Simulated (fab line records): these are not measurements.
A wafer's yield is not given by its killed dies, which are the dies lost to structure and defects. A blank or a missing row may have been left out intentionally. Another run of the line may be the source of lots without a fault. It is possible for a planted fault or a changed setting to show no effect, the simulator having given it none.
The same fault as seen by 2 desks    flow nand-harc    numbers are kept per desk, each desk with only its own; the story behind them comes last

== AT THE TOOL OWNER'S DESK: arfi-scanner-01 ==
The tool's own readings at NHARC_A_CONTACT_EXPOSE_05 (exposes mask A CC): means of the sampled wafers that have a number, for each lot that ran on this tool. If a lot's mean is further than 4 standard deviations from the usual mean, the lot is out of limits and carries the mark OUT (the distance appears in the brackets).
Columns: A = exposure-dose-mJ-cm2 at NHARC_A_CONTACT_EXPOSE_05, usual 84.25
lot   first seen here  A
L314  day 18 04:49     84.25
L316  day 19 10:08     84.32
L318  day 19 14:54     84.19
L315  day 19 17:38     120.10 (+99 or more) OUT
L324  day 21 10:41     112.96 (+99 or more) OUT
This desk finds L315, L324 out of limits, L315 being first, at day 19 17:38 (exposure-dose-mJ-cm2 at NHARC_A_CONTACT_EXPOSE_05). In limits: L314, L316, L318.

== METROLOGY DESK ==
Lot by lot, what the gauges showed, no matter which tool ran the lot: averages of those sampled wafers that carry a number. If a lot's mean is further than 4 standard deviations from the usual mean, the lot is out of limits and carries the mark OUT (the distance appears in the brackets).
Columns: A = cd-nm at NHARC_A_CONTACT_CD_MEAS_08, usual 100.3 nm
lot   first seen here  A
L306  day 16 08:34     99.6
L310  day 17 14:58     99.4
L314  day 18 04:57     100.7
L311  day 18 13:07     100.8
L313  day 18 22:15     100.6
L316  day 19 10:16     99.7
L319  day 19 14:38     100.4
L318  day 19 15:02     99.9
L315  day 19 17:46     128.3 (+48) OUT
L321  day 20 06:59     100.3
L324  day 21 10:49     123.8 (+40) OUT
L323  day 21 16:15     100.0
L328  day 22 16:16     100.5
This desk finds L315, L324 out of limits, L315 being first, at day 19 17:46 (cd-nm at NHARC_A_CONTACT_CD_MEAS_08). In limits: L306, L310, L314, L311, L313, L316, L319, L318, L321, L323, L328.

== ALL TOGETHER ==
The tool owner's desk could have raised an alarm at day 19 17:38, on L315, L324.
The metrology desk could have raised an alarm at day 19 17:46, on L315, L324.
The lots listed all ran NHARC_A_CONTACT_EXPOSE_05 on arfi-scanner-01.

== WHAT WAS PUT IN BY THE SIMULATOR ==
Process parameters drifting: arfi-scanner-01 at NHARC_A_CONTACT_EXPOSE_05, beginning at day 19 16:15. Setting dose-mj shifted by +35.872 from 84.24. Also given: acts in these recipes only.
Shown lots that were struck: L315, L324.
Hours from the fault's start to each desk's first reading out of limits: the tool owner's desk, 1; the metrology desk, 2.
